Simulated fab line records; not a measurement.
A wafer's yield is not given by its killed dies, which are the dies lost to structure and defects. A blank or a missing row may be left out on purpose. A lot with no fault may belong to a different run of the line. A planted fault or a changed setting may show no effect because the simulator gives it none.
fab line records || flow nandHarc
record {"lots": 14, "wafers": 42, "lastDay": 34}
route steps=1302 shown A_DECK1_JOINT@543 A_ONON_D2@551 END@1302
lots that met no fault: from a run of the same line without faults
startH: hours from the record's first day to the start of the lot's first wafer shown || waitH: hours elapsed since this lot's preceding step || " repeats the value in the row above || L1.1+2: a row that stands for several wafers || - no value, or no start was given || * or withheld: withheld || < > ~ a bound
route shown NAME@n: a module of which the file shows steps, and the number in the route of the first || usual: average and standard deviation across the fault-free wafers || same: alike in all rows || chamber/n: place in a boat || sites: the reading at each site || _std_site: the values' standard deviation || _edge_site: outer sites' mean less inner sites' || radiusMm: for every site, how far away it sits from the centre of the wafer || mask NAME#n: copy n || behind: tool/chamber where the wafer was last shaped || hold: what put the lot on hold/how long, in hours/how the hold closed || device: which transistor (n, p or np) failed to switch || end of line: tests run on the same wafers once the route is complete || for a step that has no rows: nothing shown but its recipe || killed: not the wafer's yield, but the dies lost to structure and defects at the first sort || map: the dies of a wafer, with x for killed, . for not killed, _ for no die there
set.NAME: the setting the step ran with; set.NAME@STEP: the setting that earlier step ran with || model.NAME: the simulator's own value behind a step, which no gauge read
route steps across a sampled set of lots; one table per step, one row per wafer
services: when a tool's chamber went out of use (startH, in hours from the record's first day, below 0 if earlier), for how many hours, and the reason
## steps
# step NHARC_A_DECK1_JOINT_THK_MEAS_17
# recipe {"thkMeasGauge": "ellipsometry"}
# usual {"thkNm": "44.9/1.2"}
{"lot.wafer": "L797.2", "tool": "filmMetro-02", "chamber": "-", "startH": 277.27, "waitH": 0.3, "thkNm": 44.3}
{"lot.wafer": "L797.5", "tool": "filmMetro-02", "chamber": "-", "startH": 277.27, "waitH": 0.3, "thkNm": 45.8}
{"lot.wafer": "L797.6", "tool": "filmMetro-02", "chamber": "-", "startH": 277.27, "waitH": 0.3, "thkNm": 45.6}
{"lot.wafer": "L798.1", "tool": "filmMetro-01", "chamber": "-", "startH": 283.44, "waitH": 0.3, "thkNm": 45.3}
{"lot.wafer": "L798.2", "tool": "filmMetro-01", "chamber": "-", "startH": 283.44, "waitH": 0.3, "thkNm": 44.7}
{"lot.wafer": "L798.5", "tool": "filmMetro-01", "chamber": "-", "startH": 283.44, "waitH": 0.3, "thkNm": 44.9}
{"lot.wafer": "L799.1", "tool": "filmMetro-02", "chamber": "-", "startH": 293.59, "waitH": 0.3, "thkNm": 43.7}
{"lot.wafer": "L799.3", "tool": "filmMetro-02", "chamber": "-", "startH": 293.59, "waitH": 0.3, "thkNm": 43.8}
{"lot.wafer": "L799.4", "tool": "filmMetro-02", "chamber": "-", "startH": 293.59, "waitH": 0.3, "thkNm": 44.0}
{"lot.wafer": "L800.1", "tool": "filmMetro-01", "chamber": "-", "startH": 293.60, "waitH": 0.3, "thkNm": 44.5}
{"lot.wafer": "L800.4", "tool": "filmMetro-01", "chamber": "-", "startH": 293.60, "waitH": 0.3, "thkNm": 46.7}
{"lot.wafer": "L800.5", "tool": "filmMetro-01", "chamber": "-", "startH": 293.60, "waitH": 0.3, "thkNm": 44.7}
{"lot.wafer": "L801.1", "tool": "filmMetro-02", "chamber": "-", "startH": 325.66, "waitH": 0.2, "thkNm": 44.4}
{"lot.wafer": "L801.2", "tool": "filmMetro-02", "chamber": "-", "startH": 325.66, "waitH": 0.2, "thkNm": 43.0}
{"lot.wafer": "L801.5", "tool": "filmMetro-02", "chamber": "-", "startH": 325.66, "waitH": 0.2, "thkNm": 43.0}
{"lot.wafer": "L802.2", "tool": "filmMetro-01", "chamber": "-", "startH": 325.66, "waitH": 0.2, "thkNm": 45.5}
{"lot.wafer": "L802.5", "tool": "filmMetro-01", "chamber": "-", "startH": 325.66, "waitH": 0.2, "thkNm": 44.6}
{"lot.wafer": "L802.6", "tool": "filmMetro-01", "chamber": "-", "startH": 325.66, "waitH": 0.2, "thkNm": 45.1}
{"lot.wafer": "L804.1", "tool": "filmMetro-02", "chamber": "-", "startH": 358.57, "waitH": 0.2, "thkNm": 45.8}
{"lot.wafer": "L804.2", "tool": "filmMetro-02", "chamber": "-", "startH": 358.57, "waitH": 0.2, "thkNm": 45.2}
{"lot.wafer": "L804.4", "tool": "filmMetro-02", "chamber": "-", "startH": 358.57, "waitH": 0.2, "thkNm": 45.1}
{"lot.wafer": "L811.1", "tool": "filmMetro-02", "chamber": "-", "startH": 415.13, "waitH": 0.2, "thkNm": 45.0}
{"lot.wafer": "L811.3", "tool": "filmMetro-02", "chamber": "-", "startH": 415.13, "waitH": 0.2, "thkNm": 45.8}
{"lot.wafer": "L811.6", "tool": "filmMetro-02", "chamber": "-", "startH": 415.13, "waitH": 0.2, "thkNm": 43.8}
{"lot.wafer": "L814.1", "tool": "filmMetro-01", "chamber": "-", "startH": 443.24, "waitH": 0.2, "thkNm": 44.6}
{"lot.wafer": "L814.3", "tool": "filmMetro-01", "chamber": "-", "startH": 443.24, "waitH": 0.2, "thkNm": 43.4}
{"lot.wafer": "L814.6", "tool": "filmMetro-01", "chamber": "-", "startH": 443.24, "waitH": 0.2, "thkNm": 44.4}
{"lot.wafer": "L816.1", "tool": "filmMetro-01", "chamber": "-", "startH": 453.88, "waitH": 0.2, "thkNm": 43.1}
{"lot.wafer": "L816.4", "tool": "filmMetro-01", "chamber": "-", "startH": 453.88, "waitH": 0.2, "thkNm": 45.6}
{"lot.wafer": "L816.6", "tool": "filmMetro-01", "chamber": "-", "startH": 453.88, "waitH": 0.2, "thkNm": 43.8}
{"lot.wafer": "L815.3", "tool": "filmMetro-01", "chamber": "-", "startH": 453.93, "waitH": 0.3, "thkNm": 45.9}
{"lot.wafer": "L815.4", "tool": "filmMetro-01", "chamber": "-", "startH": 453.93, "waitH": 0.3, "thkNm": 45.3}
{"lot.wafer": "L815.6", "tool": "filmMetro-01", "chamber": "-", "startH": 453.93, "waitH": 0.3, "thkNm": 46.4}
{"lot.wafer": "L817.1", "tool": "filmMetro-01", "chamber": "-", "startH": 488.02, "waitH": 0.2, "thkNm": 44.1}
{"lot.wafer": "L817.3", "tool": "filmMetro-01", "chamber": "-", "startH": 488.02, "waitH": 0.2, "thkNm": 43.2}
{"lot.wafer": "L817.4", "tool": "filmMetro-01", "chamber": "-", "startH": 488.02, "waitH": 0.2, "thkNm": 44.5}
{"lot.wafer": "L820.2", "tool": "filmMetro-01", "chamber": "-", "startH": 509.67, "waitH": 0.2, "thkNm": 43.5}
{"lot.wafer": "L820.4", "tool": "filmMetro-01", "chamber": "-", "startH": 509.67, "waitH": 0.2, "thkNm": 44.0}
{"lot.wafer": "L820.5", "tool": "filmMetro-01", "chamber": "-", "startH": 509.67, "waitH": 0.2, "thkNm": 44.1}
{"lot.wafer": "L819.2", "tool": "filmMetro-02", "chamber": "-", "startH": 511.32, "waitH": 0.3, "thkNm": 45.4}
{"lot.wafer": "L819.3", "tool": "filmMetro-02", "chamber": "-", "startH": 511.32, "waitH": 0.3, "thkNm": 47.8}
{"lot.wafer": "L819.5", "tool": "filmMetro-02", "chamber": "-", "startH": 511.32, "waitH": 0.3, "thkNm": 47.6}
# step NHARC_A_ONON_D2_DEP_09
# recipe {"targetThkA": 10000, "n2FlowSccm": 2750, "n2oFlowSccm": 2000, "nh3FlowSccm": 500, "sih4FlowSccm": 210, "tempC": 400}
{"lot.wafer": "L797.2+5+6", "tool": "pecvdOnon-03", "chamber": 0, "startH": 279.13, "waitH": 0.1}
{"lot.wafer": "L798.1+2+5", "tool": "pecvdOnon-03", "chamber": 0, "startH": 285.28, "waitH": 0.1}
{"lot.wafer": "L799.1+3+4", "tool": "pecvdOnon-01", "chamber": 0, "startH": 295.39, "waitH": 0.1}
{"lot.wafer": "L800.1+4+5", "tool": "pecvdOnon-02", "chamber": 0, "startH": 295.41, "waitH": 0.1}
{"lot.wafer": "L801.1+2+5", "tool": "pecvdOnon-01", "chamber": 0, "startH": 327.47, "waitH": 0.1}
{"lot.wafer": "L802.2+5+6", "tool": "pecvdOnon-03", "chamber": 0, "startH": 327.52, "waitH": 0.1}
{"lot.wafer": "L804.1+2+4", "tool": "pecvdOnon-03", "chamber": 0, "startH": 360.37, "waitH": 0.1}
{"lot.wafer": "L811.1+3+6", "tool": "pecvdOnon-01", "chamber": 0, "startH": 417.07, "waitH": 0.1}
{"lot.wafer": "L814.1+3+6", "tool": "pecvdOnon-01", "chamber": 0, "startH": 445.07, "waitH": 0.1}
{"lot.wafer": "L816.1+4+6", "tool": "pecvdOnon-03", "chamber": 0, "startH": 456.07, "waitH": 0.2}
{"lot.wafer": "L815.3+4+6", "tool": "pecvdOnon-02", "chamber": 0, "startH": 456.25, "waitH": 0.3}
{"lot.wafer": "L817.1+3+4", "tool": "pecvdOnon-03", "chamber": 0, "startH": 489.82, "waitH": 0.1}
{"lot.wafer": "L820.2+4+5", "tool": "pecvdOnon-01", "chamber": 0, "startH": 511.54, "waitH": 0.1}
{"lot.wafer": "L819.2+3+5", "tool": "pecvdOnon-03", "chamber": 0, "startH": 513.19, "waitH": 0.1}
# step NHARC_A_ONON_D2_THK_MEAS_11
# recipe {"thkMeasGauge": "ellipsometry"}
# usual {"thkNm": "1002/8.8"}
{"lot.wafer": "L797.2", "tool": "filmMetro-02", "chamber": "-", "startH": 279.58, "waitH": "-", "thkNm": 1012}
{"lot.wafer": "L797.5", "tool": "filmMetro-02", "chamber": "-", "startH": 279.58, "waitH": "-", "thkNm": 1014}
{"lot.wafer": "L797.6", "tool": "filmMetro-02", "chamber": "-", "startH": 279.58, "waitH": "-", "thkNm": 1013}
{"lot.wafer": "L798.1", "tool": "filmMetro-02", "chamber": "-", "startH": 285.79, "waitH": "-", "thkNm": 1008}
{"lot.wafer": "L798.2", "tool": "filmMetro-02", "chamber": "-", "startH": 285.79, "waitH": "-", "thkNm": 1008}
{"lot.wafer": "L798.5", "tool": "filmMetro-02", "chamber": "-", "startH": 285.79, "waitH": "-", "thkNm": 1008}
{"lot.wafer": "L799.1", "tool": "filmMetro-01", "chamber": "-", "startH": 295.90, "waitH": "-", "thkNm": 991}
{"lot.wafer": "L799.3", "tool": "filmMetro-01", "chamber": "-", "startH": 295.90, "waitH": "-", "thkNm": 989}
{"lot.wafer": "L799.4", "tool": "filmMetro-01", "chamber": "-", "startH": 295.90, "waitH": "-", "thkNm": 991}
{"lot.wafer": "L800.1", "tool": "filmMetro-02", "chamber": "-", "startH": 295.92, "waitH": "-", "thkNm": 1007}
{"lot.wafer": "L800.4", "tool": "filmMetro-02", "chamber": "-", "startH": 295.92, "waitH": "-", "thkNm": 1008}
{"lot.wafer": "L800.5", "tool": "filmMetro-02", "chamber": "-", "startH": 295.92, "waitH": "-", "thkNm": 1009}
{"lot.wafer": "L802.2", "tool": "filmMetro-01", "chamber": "-", "startH": 327.98, "waitH": "-", "thkNm": 994}
{"lot.wafer": "L802.5", "tool": "filmMetro-01", "chamber": "-", "startH": 327.98, "waitH": "-", "thkNm": 991}
{"lot.wafer": "L802.6", "tool": "filmMetro-01", "chamber": "-", "startH": 327.98, "waitH": "-", "thkNm": 994}
{"lot.wafer": "L801.1", "tool": "filmMetro-02", "chamber": "-", "startH": 327.98, "waitH": "-", "thkNm": 994}
{"lot.wafer": "L801.2", "tool": "filmMetro-02", "chamber": "-", "startH": 327.98, "waitH": "-", "thkNm": 992}
{"lot.wafer": "L801.5", "tool": "filmMetro-02", "chamber": "-", "startH": 327.98, "waitH": "-", "thkNm": 993}
{"lot.wafer": "L804.1", "tool": "filmMetro-01", "chamber": "-", "startH": 360.88, "waitH": "-", "thkNm": 1007}
{"lot.wafer": "L804.2", "tool": "filmMetro-01", "chamber": "-", "startH": 360.88, "waitH": "-", "thkNm": 1007}
{"lot.wafer": "L804.4", "tool": "filmMetro-01", "chamber": "-", "startH": 360.88, "waitH": "-", "thkNm": 1007}
{"lot.wafer": "L811.1", "tool": "filmMetro-02", "chamber": "-", "startH": 417.58, "waitH": "-", "thkNm": 994}
{"lot.wafer": "L811.3", "tool": "filmMetro-02", "chamber": "-", "startH": 417.58, "waitH": "-", "thkNm": 1435}
{"lot.wafer": "L811.6", "tool": "filmMetro-02", "chamber": "-", "startH": 417.58, "waitH": "-", "thkNm": 1438}
{"lot.wafer": "L814.1", "tool": "filmMetro-02", "chamber": "-", "startH": 445.58, "waitH": "-", "thkNm": 1006}
{"lot.wafer": "L814.3", "tool": "filmMetro-02", "chamber": "-", "startH": 445.58, "waitH": "-", "thkNm": 1450}
{"lot.wafer": "L814.6", "tool": "filmMetro-02", "chamber": "-", "startH": 445.58, "waitH": "-", "thkNm": 1450}
{"lot.wafer": "L816.1", "tool": "filmMetro-01", "chamber": "-", "startH": 456.58, "waitH": "-", "thkNm": 1010}
{"lot.wafer": "L816.4", "tool": "filmMetro-01", "chamber": "-", "startH": 456.58, "waitH": "-", "thkNm": 1010}
{"lot.wafer": "L816.6", "tool": "filmMetro-01", "chamber": "-", "startH": 456.58, "waitH": "-", "thkNm": 1011}
{"lot.wafer": "L815.3", "tool": "filmMetro-02", "chamber": "-", "startH": 456.65, "waitH": "-", "thkNm": 1018}
{"lot.wafer": "L815.4", "tool": "filmMetro-02", "chamber": "-", "startH": 456.65, "waitH": "-", "thkNm": 1017}
{"lot.wafer": "L815.6", "tool": "filmMetro-02", "chamber": "-", "startH": 456.65, "waitH": "-", "thkNm": 1017}
{"lot.wafer": "L817.1", "tool": "filmMetro-01", "chamber": "-", "startH": 490.34, "waitH": "-", "thkNm": 1001}
{"lot.wafer": "L817.3", "tool": "filmMetro-01", "chamber": "-", "startH": 490.34, "waitH": "-", "thkNm": 1000}
{"lot.wafer": "L817.4", "tool": "filmMetro-01", "chamber": "-", "startH": 490.34, "waitH": "-", "thkNm": 1000}
{"lot.wafer": "L820.2", "tool": "filmMetro-01", "chamber": "-", "startH": 511.99, "waitH": "-", "thkNm": 1007}
{"lot.wafer": "L820.4", "tool": "filmMetro-01", "chamber": "-", "startH": 511.99, "waitH": "-", "thkNm": 1008}
{"lot.wafer": "L820.5", "tool": "filmMetro-01", "chamber": "-", "startH": 511.99, "waitH": "-", "thkNm": 1006}
{"lot.wafer": "L819.2", "tool": "filmMetro-01", "chamber": "-", "startH": 513.64, "waitH": "-", "thkNm": 1004}
{"lot.wafer": "L819.3", "tool": "filmMetro-01", "chamber": "-", "startH": 513.64, "waitH": "-", "thkNm": 1005}
{"lot.wafer": "L819.5", "tool": "filmMetro-01", "chamber": "-", "startH": 513.64, "waitH": "-", "thkNm": 1003}
# step NHARC_END_SORT_01
# recipe {"tempC": 25}
# usual {"killedAtArray": "53/18", "killedAtOther": "0.8/1.1", "killedAtPeriphery": "4.1/2.7", "killedDies": "58/18", "killedOpen": "3.1/1.7", "killedShort": "2.7/1.7"}
# same {"grossDies": 677}
{"lot.wafer": "L811.1", "tool": "prober-02", "chamber": 0, "startH": 698.39, "waitH": 2.8, "killedAtArray": 37, "killedAtOther": 0, "killedAtPeriphery": 0, "killedDies": 37, "killedOpen": 2, "killedShort": 2}
{"lot.wafer": "L811.3", "tool": "prober-02", "chamber": 0, "startH": 699.99, "waitH": 3.4, "killedAtArray": 675, "killedAtOther": 0, "killedAtPeriphery": 2, "killedDies": 677, "killedOpen": 3, "killedShort": 6}
{"lot.wafer": "L811.6", "tool": "prober-02", "chamber": 0, "startH": 702.39, "waitH": 4.3, "killedAtArray": 677, "killedAtOther": 0, "killedAtPeriphery": 0, "killedDies": 677, "killedOpen": 2, "killedShort": 1}
{"lot.wafer": "L814.1", "tool": "prober-02", "chamber": 0, "startH": 733.43, "waitH": 2.5, "killedAtArray": 26, "killedAtOther": 5, "killedAtPeriphery": 2, "killedDies": 33, "killedOpen": 4, "killedShort": 3}
{"lot.wafer": "L814.3", "tool": "prober-02", "chamber": 0, "startH": 734.99, "waitH": 3.1, "killedAtArray": 676, "killedAtOther": 0, "killedAtPeriphery": 1, "killedDies": 677, "killedOpen": 2, "killedShort": 7}
{"lot.wafer": "L814.6", "tool": "prober-02", "chamber": 0, "startH": 737.33, "waitH": 3.9, "killedAtArray": 672, "killedAtOther": 5, "killedAtPeriphery": 0, "killedDies": 677, "killedOpen": 1, "killedShort": 3}
# killed by level:class
L811.1 A_CHANNEL_HOLE_D2:chamberFilmFlake=14 A_CHANNEL_HOLE_D1:chamberFilmFlake=6 A_SLIT:chamberFilmFlake=4 A_DECK1_JOINT:chamberFilmFlake=3 A_WL_FILL:chamberFilmFlake=3 A_ONON_D2:geometricParticle:open=2 A_SGD_CUT:geometricParticle:short=1 A_WL_FILL:geometricParticle:short=1
L811.3 A_ONON_D2:areaDep=624 A_CHANNEL_HOLE_D2:chamberFilmFlake=25 A_CHANNEL_HOLE_D1:chamberFilmFlake=11 A_WL_FILL:chamberFilmFlake=3 A_ONON_D2:geometricParticle:open=2 A_SLIT:chamberFilmFlake=2 A_CONTACT:chamberFilmFlake=2 P_GATE:geometricParticle:open=1
L811.6 A_ONON_D2:areaDep=637 A_CHANNEL_HOLE_D2:chamberFilmFlake=22 A_WL_FILL:chamberFilmFlake=6 A_CHANNEL_HOLE_D1:chamberFilmFlake=5 A_M0:geometricParticle:open=2 A_CHANNEL_FILL_D1:chamberFilmFlake=2 A_SLIT:chamberFilmFlake=2 A_ONON_D2:geometricParticle:short=1
L814.1 A_CHANNEL_HOLE_D1:chamberFilmFlake=10 A_SLIT:chamberFilmFlake=5 THIN_TSV:chamberFilmFlake=5 P_M0:geometricParticle:open=2 A_CHANNEL_FILL_D2:geometricParticle:open=2 A_DECK1_JOINT:chamberFilmFlake=2 A_ONON_D1:geometricParticle:short=1 A_CHANNEL_FILL_D1:geometricParticle:short=1
L814.3 A_ONON_D2:areaDep=646 A_CHANNEL_HOLE_D1:chamberFilmFlake=13 A_STAIRCASE:chamberFilmFlake=3 A_SLIT:chamberFilmFlake=3 P_M1:geometricParticle:short=1 A_ONON_D1:geometricParticle:short=1 A_CHANNEL_FILL_D1:geometricParticle:short=1 A_DECK1_JOINT:geometricParticle:short=1
L814.6 A_ONON_D2:areaDep=649 A_CHANNEL_HOLE_D1:chamberFilmFlake=7 A_CHANNEL_HOLE_D2:chamberFilmFlake=6 THIN_TSV:chamberFilmFlake=3 A_STAIRCASE:chamberFilmFlake=2 A_SLIT:chamberFilmFlake=2 A_M0:chamberFilmFlake=2 A_CHANNEL_FILL_D1:geometricParticle:short=1
## services
{"tool": "pecvdOnon-01", "chamber": "-", "startH": 269.00, "hours": 13.0, "kind": "pm"}
{"tool": "pecvdOnon-02", "chamber": "-", "startH": 366.33, "hours": 13.0, "kind": "pm"}
{"tool": "pecvdOnon-03", "chamber": "-", "startH": 408.00, "hours": 13.0, "kind": "pm"}
{"tool": "pecvdOnon-01", "chamber": "-", "startH": 450.00, "hours": 13.0, "kind": "pm"}
## key
firstSign {"step": "NHARC_A_ONON_D2_THK_MEAS_11", "reading": "thkNm", "direction": "up", "sigmas": 50, "usual": 1002, "struck": 1443}
effect {"step": "NHARC_END_SORT_01", "reading": "killedAtArray", "direction": "up", "sigmas": 34, "usual": 53, "struck": 675}
moreKillsBornAt {"NHARC_A_ONON_D2_DEP_09@pecvdOnon-01": 2556}
metAt NHARC_A_ONON_D2_DEP_09
struckLots L811,L814
struckWafers L811.3,L811.6,L814.3,L814.6
laterRowsLeftOut L811.3,L811.6,L814.3,L814.6
testerLeftOut L811,L814
notActingAt NHARC_A_DECK1_JOINT_THK_MEAS_17
onsetBetween 327.47 417.07
fault {"kind": "processParameterDrift", "tool": "pecvdOnon-01", "chamber": "-", "onsetH": 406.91, "steps": "NHARC_A_ONON_D2_DEP_09", "channel": "targetThkA", "offset": "*", "shape": "step", "endH": 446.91, "scope": "struckWafersOnly", "actsIn": "*", "stated": "*"}
# testerLeftOut: of these lots the tester's yield and bins aren't shown, on N5 and GAA mostly nor the transistor test; their killed dies are dies lost to structure and defects alone, not to doping, threshold or leakage, so they don't give the yield
# laterRowsLeftOut: the simulator's readings of these wafers behind a module that went badly wrong aren't trusted and aren't shown, but for the sort
